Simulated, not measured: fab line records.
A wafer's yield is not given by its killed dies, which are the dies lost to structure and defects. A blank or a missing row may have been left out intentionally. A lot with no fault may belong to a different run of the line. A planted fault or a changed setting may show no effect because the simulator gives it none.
Chamber matching :: flow nand-harc :: 4 sister chambers for NHARC_A_STAIRCASE_CMP_152 on cmp-02
The step polishes. 14 wafers are shown with their chamber, then 7 later ones without.

== EACH WAFER AND ITS CHAMBER ==
wafer: L547.2
chamber: 0
motor-current-A (A): 14.1

wafer: L547.3
chamber: 1
motor-current-A (A): 11.3

wafer: L547.6
chamber: 2
motor-current-A (A): 11.8

wafer: L550.1
chamber: 2
motor-current-A (A): 11.4

wafer: L550.5
chamber: 3
motor-current-A (A): 10.9

wafer: L550.6
chamber: 0
motor-current-A (A): 13.5

wafer: L553.1
chamber: 3
motor-current-A (A): 10.9

wafer: L553.2
chamber: 2
motor-current-A (A): 12.2

wafer: L553.6
chamber: 0
motor-current-A (A): 13.6

wafer: L555.2
chamber: 0
motor-current-A (A): 13.8

wafer: L555.3
chamber: 2
motor-current-A (A): 11.2

wafer: L555.6
chamber: 1
motor-current-A (A): 11.1

wafer: L554.1
chamber: 2
motor-current-A (A): 11.5

wafer: L554.3
chamber: 3
motor-current-A (A): 10.7

SIGNATURES, as means of the wafers listed above
reading: motor-current-A
chamber 0: 13.750
chamber 1: 11.200
chamber 2: 11.620
chamber 3: 10.833
scatter within a chamber: 0.294
Rule: for a wafer and a chamber, the distance is found by dividing, reading by reading, the gap between the wafer's reading and the chamber's mean by the reading's scatter, squaring, summing and taking the root. The wafer belongs to the nearest chamber; if the next one is less than 2 further off, it can't be placed. How the scatter is found: for the shown wafers, subtract from each reading the mean of its chamber, square and add these, divide the total by (wafers less chambers), then take the root.

== WAFERS WHOSE CHAMBER IS MISSING ==
wafer: L554.5
motor-current-A (A): 11.0

wafer: L559.1
motor-current-A (A): 10.8

wafer: L559.2
motor-current-A (A): 12.7

wafer: L559.5
motor-current-A (A): 11.3

wafer: L569.2
motor-current-A (A): 13.2

wafer: L569.3
motor-current-A (A): 11.2

wafer: L569.6
motor-current-A (A): 13.2

== THE CHAMBER EACH PASSED THROUGH ==
wafer: L554.5
from the rows above: can't be placed: 3 or 1 or 2
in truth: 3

wafer: L559.1
from the rows above: can't be placed: 3 or 1
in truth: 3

wafer: L559.2
from the rows above: can't be placed: 0 or 2 or 1
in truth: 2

wafer: L559.5
from the rows above: can't be placed: 1 or 2 or 3
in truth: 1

wafer: L569.2
from the rows above: 0
in truth: 0

wafer: L569.3
from the rows above: can't be placed: 1 or 3 or 2
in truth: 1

wafer: L569.6
from the rows above: 0
in truth: 0
Correct placement for 2 of the 7. Cannot be placed on the basis of these rows: 5; the candidates contain the true chamber in 5. 0 placed wrongly.
